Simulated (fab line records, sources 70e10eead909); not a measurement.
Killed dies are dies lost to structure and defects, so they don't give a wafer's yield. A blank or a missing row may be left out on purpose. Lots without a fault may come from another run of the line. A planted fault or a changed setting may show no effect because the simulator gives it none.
Chamber matching | flow nand_harc | NHARC_A_STAIRCASE_DEP_322 on pecvd-04: 3 sister chambers
The step deposits SiO2, target thk 7200 nm. 6 wafers are shown with their chamber, then 8 later ones without.

WAFERS WITH THEIR CHAMBER
wafer  | chamber | heater_power_w (W)
L083.3 | 1       | 647
L085.3 | 1       | 707
L085.6 | 0       | 628
L088.2 | 0       | 674
L088.5 | 2       | 627
L091.1 | 2       | 692

WAFERS WITHOUT THEIR CHAMBER
wafer  | heater_power_w (W)
L091.3 | 707
L091.5 | 618
L093.3 | 748
L093.4 | 600
L093.5 | 616
L095.4 | 628
L095.5 | 622
L095.6 | 572

WHICH CHAMBER EACH WENT THROUGH
wafer  | from the rows above          | in truth
L091.3 | can't be placed: 1 or 2 or 0 | 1
L091.5 | can't be placed: 0 or 2 or 1 | 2
L093.3 | can't be placed: 1 or 2 or 0 | 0
L093.4 | can't be placed: 0 or 2 or 1 | 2
L093.5 | can't be placed: 0 or 2 or 1 | 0
L095.4 | can't be placed: 0 or 2 or 1 | 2
L095.5 | can't be placed: 0 or 2 or 1 | 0
L095.6 | can't be placed: 0 or 2 or 1 | 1
Placed correctly: 0 of 8. Can't be placed from these rows: 8 (the true chamber is among the candidates in 8). Placed wrongly: 0.
How it was worked out, from the rows above alone: a wafer's distance from a chamber is the root of the sum, over the readings, of the square of ((its reading less the chamber's mean) divided by the reading's scatter). The wafer belongs to the nearest chamber; if the next one is less than 2 further off, it can't be placed. A chamber's mean is the mean of its shown wafers. The scatter: the root of (the sum of the squares of (reading less its chamber's mean) over the shown wafers, divided by (wafers less chambers)).
